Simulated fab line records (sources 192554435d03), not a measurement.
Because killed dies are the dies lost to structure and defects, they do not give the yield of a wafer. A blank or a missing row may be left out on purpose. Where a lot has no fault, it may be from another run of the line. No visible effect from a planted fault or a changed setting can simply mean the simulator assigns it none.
Lot-split experiment / flow n5 finfet / route with 1938 steps; 7 lots, 21 wafers read

THE SPLIT ITSELF
At N5_BEOL_M8_ILD_DEP_00 (deposits SiCOH lowk from DEMS/porogen, target thk 179.75 nm, time 33.4 s), the setting time s was moved away from the recipe's 33.4 s on 3 of the 21 wafers read, by -13.9% to +9.7%. For the rest of the wafers, this setting stayed at what the recipe calls for.

FROM SPLIT TO READING: 1 step shown by the file between the two
- N5_BEOL_M8_CURE_74: cures SiCOH lowk, time 240 s

THE READING
At N5_BEOL_M8_THK_MEAS_01: M8_ILD_THK, given in nm. A value of 155.3 nm with a standard deviation of 1.8 nm is what fault-free wafers of this fab line usually give.

wafer=L076.3; tool, chamber at the split=pecvd-01, 1; time s as run, s=33.4; against the recipe=recipe; M8_ILD_THK, nm=154.2; against lot-mates on the recipe=-
wafer=L076.4; tool, chamber at the split=pecvd-01, 1; time s as run, s=36.63; against the recipe=+9.7%; M8_ILD_THK, nm=171.3; against lot-mates on the recipe=+17.1
wafer=L076.6; tool, chamber at the split=pecvd-01, 0; time s as run, s=36.63; against the recipe=+9.7%; M8_ILD_THK, nm=172.1; against lot-mates on the recipe=+17.9
wafer=L077.1; tool, chamber at the split=pecvd-03, 0; time s as run, s=33.4; against the recipe=recipe; M8_ILD_THK, nm=156.1; against lot-mates on the recipe=-
wafer=L077.2; tool, chamber at the split=pecvd-03, 1; time s as run, s=33.4; against the recipe=recipe; M8_ILD_THK, nm=153.8; against lot-mates on the recipe=-
wafer=L077.5; tool, chamber at the split=pecvd-03, 1; time s as run, s=33.4; against the recipe=recipe; M8_ILD_THK, nm=156.0; against lot-mates on the recipe=-
wafer=L085.1; tool, chamber at the split=pecvd-04, 0; time s as run, s=33.4; against the recipe=recipe; M8_ILD_THK, nm=152.8; against lot-mates on the recipe=-
wafer=L085.4; tool, chamber at the split=pecvd-04, 0; time s as run, s=33.4; against the recipe=recipe; M8_ILD_THK, nm=153.6; against lot-mates on the recipe=-
wafer=L085.5; tool, chamber at the split=pecvd-04, 1; time s as run, s=33.4; against the recipe=recipe; M8_ILD_THK, nm=155.1; against lot-mates on the recipe=-
wafer=L088.1; tool, chamber at the split=pecvd-04, 0; time s as run, s=33.4; against the recipe=recipe; M8_ILD_THK, nm=151.0; against lot-mates on the recipe=-
wafer=L088.4; tool, chamber at the split=pecvd-04, 1; time s as run, s=33.4; against the recipe=recipe; M8_ILD_THK, nm=156.7; against lot-mates on the recipe=-
wafer=L088.5; tool, chamber at the split=pecvd-04, 2; time s as run, s=28.75; against the recipe=-13.9%; M8_ILD_THK, nm=133.5; against lot-mates on the recipe=-20.3
wafer=L093.1; tool, chamber at the split=pecvd-01, 0; time s as run, s=33.4; against the recipe=recipe; M8_ILD_THK, nm=153.6; against lot-mates on the recipe=-
wafer=L093.3; tool, chamber at the split=pecvd-01, 2; time s as run, s=33.4; against the recipe=recipe; M8_ILD_THK, nm=155.0; against lot-mates on the recipe=-
wafer=L093.6; tool, chamber at the split=pecvd-01, 1; time s as run, s=33.4; against the recipe=recipe; M8_ILD_THK, nm=157.6; against lot-mates on the recipe=-
wafer=L092.1; tool, chamber at the split=pecvd-04, 0; time s as run, s=33.4; against the recipe=recipe; M8_ILD_THK, nm=153.2; against lot-mates on the recipe=-
wafer=L092.2; tool, chamber at the split=pecvd-04, 2; time s as run, s=33.4; against the recipe=recipe; M8_ILD_THK, nm=155.5; against lot-mates on the recipe=-
wafer=L092.3; tool, chamber at the split=pecvd-04, 1; time s as run, s=33.4; against the recipe=recipe; M8_ILD_THK, nm=155.2; against lot-mates on the recipe=-
wafer=L094.2; tool, chamber at the split=pecvd-04, 1; time s as run, s=33.4; against the recipe=recipe; M8_ILD_THK, nm=155.0; against lot-mates on the recipe=-
wafer=L094.5; tool, chamber at the split=pecvd-04, 1; time s as run, s=33.4; against the recipe=recipe; M8_ILD_THK, nm=158.0; against lot-mates on the recipe=-
wafer=L094.6; tool, chamber at the split=pecvd-04, 0; time s as run, s=33.4; against the recipe=recipe; M8_ILD_THK, nm=154.5; against lot-mates on the recipe=-

THE FIT
A straight line over all 21 wafers: M8_ILD_THK changes by +1.63 nm for each +1% of time s; r = +0.97; the points scatter about the line by 1.7 nm.
The same after taking each lot's own level away (the mean of its wafers on the recipe; 21 wafers): +1.63 nm for each +1%; r = +0.98; scatter 1.6 nm.
According to that fit, moving time s by its largest amount changes the reading by 23 nm.
Across the lots, their own levels run from 153.83 to 155.83 nm, a range of 1.1 times the standard deviation given above.
Consequently the slope shifts little with the lot-to-lot level, the two slopes agreeing.
Check: with one of the wafers moved furthest among these (-13.9%) left out of the fit, the line predicts -25.2 nm for it against its lot-mates. It came out at -20.3 nm against them.

THESE WAFERS: OTHER SPLITS
Before the reading, these wafers also passed through other splits. Each is held against what the fit with the lots' levels taken away leaves over:
other split on the same wafers=N5_BEOL_M4_DESCUM_33 time s; wafers away from the commonest value=10; r with M8_ILD_THK (lot level and that fit taken away)=+0.19
other split on the same wafers=N5_BEOL_M5_VIA_ETCH_34 source w; wafers away from the commonest value=8; r with M8_ILD_THK (lot level and that fit taken away)=-0.29
other split on the same wafers=N5_BEOL_M5_ETCH_41 source w; wafers away from the commonest value=6; r with M8_ILD_THK (lot level and that fit taken away)=-0.08
other split on the same wafers=N5_BEOL_M7_PECVD_70 temp c; wafers away from the commonest value=7; r with M8_ILD_THK (lot level and that fit taken away)=-0.06
other split on the same wafers=N5_BEOL_M7_COAT_05 spin rpm; wafers away from the commonest value=4; r with M8_ILD_THK (lot level and that fit taken away)=+0.10

THE WHOLE CHAIN: every reading that the file lists as answering this split, in the file's order
step=N5_BEOL_M8_ILD_DEP_00; what it does=deposits SiCOH lowk from DEMS/porogen, target thk 179.75 nm, time 33.4 s; reading=SiCOH_lowk_of_BEOL_M8_ILD_DEP_00.thk nm (the simulator's own value, which no gauge read); change (the file's fit)=+1.82 nm for each +1% of the setting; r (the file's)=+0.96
step=N5_BEOL_M8_CURE_74; what it does=cures SiCOH lowk, time 240 s; reading=SiCOH_lowk_of_BEOL_M8_ILD_DEP_00.thk nm (the simulator's own value, which no gauge read); change (the file's fit)=+1.59 nm for each +1% of the setting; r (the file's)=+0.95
step=N5_BEOL_M8_THK_MEAS_01; what it does=; reading=M8_ILD_THK; change (the file's fit)=+1.58 for each +1% of the setting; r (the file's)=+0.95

FILE'S OWN FIT
M8_ILD_THK changes by +1.58 nm for each +1% of time s, r = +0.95.
